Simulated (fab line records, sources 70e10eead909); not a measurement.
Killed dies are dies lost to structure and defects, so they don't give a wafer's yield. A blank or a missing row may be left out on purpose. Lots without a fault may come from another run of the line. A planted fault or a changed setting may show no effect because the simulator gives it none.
Chamber matching | flow nand_harc | NHARC_A_ZERO_WELL_ETCH_19 on rie_diel-04: 4 sister chambers
The step etches the open film in N2/H2, target depth 80 nm, overetch 24 nm, time 87.88 s. 4 wafers are shown with their chamber, then 9 later ones without.

WAFERS WITH THEIR CHAMBER
wafer  | chamber | drypump_motor_current_A (A)
L968.6 | 1       | 5.72
L970.6 | 3       | 5.71
L971.3 | 2       | 5.25
L971.6 | 0       | 5.65

WAFERS WITHOUT THEIR CHAMBER
wafer  | drypump_motor_current_A (A)
L972.2 | 5.71
L972.4 | 5.67
L972.5 | 5.23
L974.1 | 5.70
L974.2 | 5.63
L974.6 | 5.63
L975.3 | 5.24
L975.4 | 5.69
L975.6 | 5.68

WHICH CHAMBER EACH WENT THROUGH
wafer  | from the rows above          | in truth
L972.2 | can't be placed: 3 or 1      | 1
L972.4 | can't be placed: 0 or 3 or 1 | 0
L972.5 | 2                            | 2
L974.1 | can't be placed: 3 or 1      | 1
L974.2 | 0                            | 0
L974.6 | 0                            | 0
L975.3 | 2                            | 2
L975.4 | can't be placed: 3 or 1 or 0 | 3
L975.6 | can't be placed: 0 or 3 or 1 | 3
Placed correctly: 4 of 9. Can't be placed from these rows: 5 (the true chamber is among the candidates in 5). Placed wrongly: 0.
How it was worked out, from the rows above alone: a wafer's distance from a chamber is the root of the sum, over the readings, of the square of ((its reading less the chamber's mean) divided by the reading's scatter). The wafer belongs to the nearest chamber; if the next one is less than 2 further off, it can't be placed. A chamber's mean is the mean of its shown wafers. The scatter: with one shown wafer a chamber, the root of the mean of the squares of how far each hidden wafer lies from its nearest shown one.
